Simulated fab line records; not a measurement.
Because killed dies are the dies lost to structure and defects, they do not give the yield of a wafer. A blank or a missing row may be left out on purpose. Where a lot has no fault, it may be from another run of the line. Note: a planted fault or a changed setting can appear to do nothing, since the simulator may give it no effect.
Struck lot and sound lot, side by side    flow nandHarc    17 steps out of a route of 1159
Sound: the wafers L435.1, L435.4, L435.5. Struck: wafers L455.1, L455.3 (left out: L455.6, a lot-mate that was not struck); the cause follows at the end.
At each step with rows: each side's tool, then ch and its chambers, then its first start. Under that, the readings that differ: sound wafers    struck wafers    difference of the means    sigmas: that difference in standard deviations of wafers without a fault.
alike: a reading whose means differ by less than 2 such deviations, as well as words and numbers matching on both sides. not compared: withheld readings; readings where some wafer has no value; bounds like >300 that might hide an equal value; numbers whose values overlap and for which the record gives no deviation.
Wherever a step has rows on one side only, a row that says differs or no value, or a row with sigmas, the two part there. Numbers that don't overlap but have no deviation are shown without sigmas and don't part them. A reading missing from all wafers of one side parts the sides only when that side holds two or more wafers.

NHARC_P_M0_OVL_MEAS_10: pitch 180 nm.
  sound on overlay-01 at day 6 04:59; struck on overlay-02 at day 11 00:56
  alike: overlayXNm, overlayYNm
NHARC_P_M0_INSPECT_11:
  sound on defectInspect-02 at day 6 05:01; struck on defectInspect-01 at day 11 00:58
  alike: rawDefectCount
then, 3 steps without rows for these wafers: NHARC_P_M0_DESCUM_14 (chemistry O2, time 3 s); NHARC_P_M0_ETCH_34 (etches the open film in N2/H2, target depth 40 nm, overetch 12 nm, time 43.94 s); NHARC_P_M0_ETCH_15 (etches the open film in C4F8/Ar, target depth 150 nm, overetch 15 nm, time 82.5 s).
NHARC_P_M0_CD_MEAS_16:
  sound on cdSem-02 at day 6 05:22; struck on cdSem-03 at day 11 01:20
  alike: cdNm
NHARC_P_M0_STRIP_18: strips in N2/H2.
  sound on rieDiel-09 ch 0,2,3, day 6 05:28; struck on rieDiel-09 ch 2,3, day 11 01:28
  alike: chamberPressureMTorr, drypumpMotorCurrentA, oesProductAu, rfVppV, showerheadPlenumPTorr, throttleValvePct
  not compared: rfHoursCounterH
then, 2 steps without rows for these wafers: NHARC_P_M0_STRIP_19 (strips in post etch residue remover, time 600 s); NHARC_P_M0_DEGAS_28 (time 60 s).
NHARC_P_M0_PRE_CLEAN_29: time 30 s.
  sound on pvdSputter-03; struck on pvdSputter-02
  alike: heaterPowerW
NHARC_P_M0_PVD_20: deposits TaN, target thk 5 nm, time 8.06 s.
  sound on pvdSputter-03; struck on pvdSputter-02
  alike: throttleValvePct
NHARC_P_M0_PVD_21: deposits Cu, target thk 30 nm, time 20.49 s.
  sound on pvdSputter-03; struck on pvdSputter-02
  alike: throttleValvePct
NHARC_P_M0_ECD_22: material Cu, target thk 400 nm.
  sound on ecdCu-02 ch 0,1, day 6 06:22; struck on ecdCu-01 ch 0, day 11 02:20
  alike: bathTempC
NHARC_P_M0_ANNEAL_30: time 90 s.
  sound on rtpAnneal-01 ch 0, day 6 06:44; struck on rtpAnneal-01 ch 0, day 11 02:43
  alike: wafer_temp_C_max
NHARC_P_M0_CMP_23: polishes, t overpolish 20 s, target thk 117.53 nm.
  sound on cmp-01 ch 1,3, day 6 07:07; struck on cmp-04 ch 0,1, day 11 03:04
reading              sound           struck     difference  sigmas
timeToEndpointS (s)  26.6 28.7 29.3  11.1 12.5  -16.4       -8
  alike: motorCurrentA
NHARC_P_M0_THK_MEAS_24: measures by xrf.
  sound on filmMetro-01 at day 6 07:23; struck on filmMetro-02 at day 11 03:23
  alike: thkNm
-- the record jumps here: 14 days lie between the struck wafers' starts before and after (it left off in module P_M0 and takes up again in module END, whose first step shown is number 1159 of the route) --
NHARC_END_SORT_01:
  sound on prober-02 ch 0, day 20 05:40; struck on prober-02 ch 0, day 25 01:04
  alike: defectLimitedYield, killedAtArray, killedAtOther, killedAtPeriphery, killedDies, killedOpen, killedShort, sort_bin_2_pct, sort_bin_3_pct, sort_bin_4_pct, sortNPass, sortRimYieldPct, sortYieldPct

== WHERE THEY PART ==
NHARC_P_M0_CMP_23 only, going by this record. Later steps at which nothing parts them and some readings are alike: NHARC_P_M0_THK_MEAS_24, NHARC_END_SORT_01.

WHY: what the simulator had put in
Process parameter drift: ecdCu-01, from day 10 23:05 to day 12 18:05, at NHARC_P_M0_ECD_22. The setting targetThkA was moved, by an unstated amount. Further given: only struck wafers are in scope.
